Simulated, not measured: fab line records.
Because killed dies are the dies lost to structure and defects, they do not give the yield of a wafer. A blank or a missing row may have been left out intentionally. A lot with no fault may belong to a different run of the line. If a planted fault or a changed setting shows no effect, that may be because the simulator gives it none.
Matching of chambers	flow n5Finfet	rieDiel-06 running N5_BEOL_M8_ETCH_72: 4 sister chambers
The step etches underlayer in N2/H2, target depth 6.5 nm, time 5.2 s. 7 wafers are shown with their chamber, then 8 later ones without.

== WAFERS WITH THEIR CHAMBER ==
wafer	chamber	showerheadPlenumPTorr (Torr)	throttleValvePct (%)
L083.1	3	2.71	17.91
L083.6	2	2.52	18.16
L089.6	0	2.41	17.76
L090.1	0	2.41	17.77
L090.4	2	2.51	18.19
L090.5	1	2.51	18.36
L093.3	1	2.51	18.36

== WAFERS WHOSE CHAMBER IS MISSING ==
wafer	showerheadPlenumPTorr (Torr)	throttleValvePct (%)
L093.4	2.70	17.97
L093.6	2.70	17.95
L094.1	2.70	17.97
L094.4	2.40	17.78
L094.5	2.51	18.23
L095.1	2.51	18.36
L095.4	2.70	17.99
L095.6	2.51	18.21

== THE CHAMBER EACH PASSED THROUGH ==
wafer	from the rows above	in truth
L093.4	3	3
L093.6	3	3
L094.1	3	3
L094.4	0	0
L094.5	2	2
L095.1	1	1
L095.4	3	3
L095.6	2	2
8 of 8 placed correctly. Number that these rows cannot place: 0. 0 placed wrongly.
How it was worked out, from the rows above alone: a wafer's distance from a chamber is the root of the sum, over the readings, of the square of ((its reading less the chamber's mean) divided by the reading's scatter). If the next closest chamber is less than 2 further off than the closest, the wafer can't be placed; otherwise it belongs to the closest. For every chamber, the mean is computed from those of its wafers that are shown. How the scatter is found: for the shown wafers, subtract from each reading the mean of its chamber, square and add these, divide the total by (wafers less chambers), then take the root.
